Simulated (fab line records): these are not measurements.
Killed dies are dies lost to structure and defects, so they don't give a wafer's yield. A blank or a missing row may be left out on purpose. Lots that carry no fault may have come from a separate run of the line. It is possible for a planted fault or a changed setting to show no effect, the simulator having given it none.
A struck lot beside a sound one ; flow n5Finfet ; 27 steps out of a route of 1938
Sound: wafers L766.3, L766.4, L766.5. The struck wafers were L772.1, L772.3, L772.4. The cause comes at the end.
Each step with rows lists, per side, the tool, then ch with its chambers, then its first start. Under that, the readings that differ: sound wafers ; struck wafers ; difference of the means ; sigmas: that difference in standard deviations of wafers without a fault.
alike: a reading whose means differ by less than 2 such deviations, as well as words and numbers matching on both sides. not compared: withheld readings; readings where some wafer has no value; bounds like >300 that might hide an equal value; numbers whose values overlap and for which the record gives no deviation.
The two part at a step that has a row with sigmas, a row that says differs or no value, or rows on one side only. When numbers do not overlap yet have no deviation, they are printed without sigmas and do not part them. A reading that every wafer of one side lacks parts them only if that side has two wafers or more.

N5_BEOL_M14_SPUTTER_45: material Cu, target thk 100 nm, time 16.67 s.
  sound on pvdSputter-03, day 11 15:31; struck on pvdSputter-02, day 12 23:56
  alike: biasV, cathodeDcPowerW, throttleValvePct
then, 1 step without rows for these wafers: N5_BEOL_M14_ECD_47 (material Cu, target thk 1248 nm).
N5_BEOL_M14_ANNEAL_48: time 90 s.
  sound on rtpAnneal-02 ch 0, day 11 15:55; struck on rtpAnneal-02 ch 0, day 13 00:15
  alike: wafer_temp_C_max
N5_BEOL_M14_CMP_49: polishes, stops on SiO2, t overpolish 5.2 s, target thk 560 nm.
  sound on cmp-03 ch 1,3, day 11 16:10; struck on cmp-01 ch 0,2,3, day 13 00:33
reading;sound;struck;difference;sigmas
barrierFieldEndpointS (s);11.15 10.96 11.02;11.86 11.57 11.55;+0.62;+2
  alike: motorCurrentA, overpolishRunS, slurryFilterDpKPa, timeToEndpointS
N5_BEOL_M14_THK_MEAS_50: measures by xrf.
  sound on filmMetro-02, day 11 16:25; struck on filmMetro-01, day 13 00:50
  alike: M14_THK
then, 2 steps without rows for these wafers: N5_BEOL_M14_PRE_CLEAN_52 (time 15 s); N5_BEOL_M14_DEP_53 (deposits SiCN from 3MS/NH3, target thk 50 nm, time 17.8 s).
N5_BEOL_M14_RS_MEAS_54: measurement is done with a four-point probe.
  sound on filmMetro-01, day 11 16:32; struck on filmMetro-01, day 13 01:00
  alike: M14_RS
N5_BEOL_M14_INSPECT_55: inspects for defects (darkfield).
  sound on defectInspect-01, day 11 16:34; struck on defectInspect-02, day 13 01:01
  alike: rawDefectCount
N5_BEOL_M15_ILD_DEP_00: deposits SiO2 from TEOS/O2, target thk 1629.3 nm, time 346.1 s.
  sound on pecvd-04 ch 0,1, day 11 16:43; struck on pecvd-04 ch 1,2, day 13 01:04
  alike: heaterPowerW, showerheadPlenumPTorr, throttleValvePct
N5_BEOL_M15_THK_MEAS_01:
  sound on filmMetro-01, day 11 16:58; struck on filmMetro-02, day 13 01:19
  alike: M15_ILD_THK
then, 1 step without rows for these wafers: N5_BEOL_M15_COAT_58 (time 60 s, resist thk 89 nm).
N5_BEOL_M15_COAT_04: resist thk 800 nm.
  sound on lithoTrack-05 ch 0, day 11 17:00; struck on lithoTrack-05 ch 0, day 13 01:21
reading;sound;struck;difference;sigmas
spinSpeedRpm (rpm);1702.5 1701.6 1703.3;2024.9 2024.1 2026.2;+322.6;+99 or more
model.coat_of_BEOL_M15_COAT_04.thkNm (nm);797.6 797.4 796.4;733 736.2 733.2;-63;
then, 6 steps without rows for these wafers: N5_BEOL_M15_EBR_06; N5_BEOL_M15_SOFTBAKE_05 (time 60 s); N5_BEOL_M15_EXPOSE_07 (exposes mask V14); N5_BEOL_M15_PEB_08 (peb time 90 s); N5_BEOL_M15_DEVELOP_09 (develop time 45 s); N5_BEOL_M15_HARDBAKE_14 (time 120 s).
N5_BEOL_M15_CD_MEAS_10: target cd 360 nm.
  sound on cdSem-03 ch 0, day 11 17:16; struck on cdSem-03 ch 0, day 13 01:37
  alike: cdNm
N5_BEOL_M15_OVL_MEAS_11:
  sound on overlay-02 ch 0, day 11 17:18; struck on overlay-01 ch 0, day 13 01:39
  alike: V14_OVL
N5_BEOL_M15_INSPECT_12: inspects for defects (macro).
  sound on defectInspect-01, day 11 17:19; struck on defectInspect-02, day 13 01:40
  alike: rawDefectCount
N5_BEOL_M15_DESCUM_15: chemistry O2, time 7.9 s.
  sound on rieDiel-03 ch 0,3, day 11 17:21; struck on rieDiel-04 ch 0,3, day 13 01:42
  alike: drypumpMotorCurrentA, o2FlowSccm, oesProductAu, rfVppV, showerheadPlenumPTorr, throttleValvePct
  not compared: rfHoursCounterH
then, 1 step without rows for these wafers: N5_BEOL_M15_ETCH_59 (etches BARC in N2/H2, target depth 89 nm, overetch 26.7 nm, time 67.9 s).
N5_BEOL_M15_VIA_ETCH_16: etches SiO2 in C4F8/O2/Ar, target depth 1792.2 nm.
  sound on rieDiel-03 ch 0,3, day 11 17:26; struck on rieDiel-04 ch 0,3, day 13 01:47
reading;sound;struck;difference;sigmas
model.coat_of_BEOL_M15_COAT_04.thkNm (nm);338.6 329.4 330.6;272.4 263 254.6;-69.5;
  alike: O2_flow_sccm, biasW, drypumpMotorCurrentA, heOuterTorr, oesProductAu, rfVppV, showerheadPlenumPTorr, throttleValvePct
then, 1 step without rows for these wafers: N5_BEOL_M15_STRIP_63 (strips in O2).
N5_PASSIVATION_PROBE_49:
  record: rows for the struck wafers here (prober-02, day 13 21:13), none for the sound ones

== WHERE THEY PART ==
First at N5_BEOL_M14_CMP_49; last, within this record, at N5_PASSIVATION_PROBE_49.

WHY: what had been put in by the simulator
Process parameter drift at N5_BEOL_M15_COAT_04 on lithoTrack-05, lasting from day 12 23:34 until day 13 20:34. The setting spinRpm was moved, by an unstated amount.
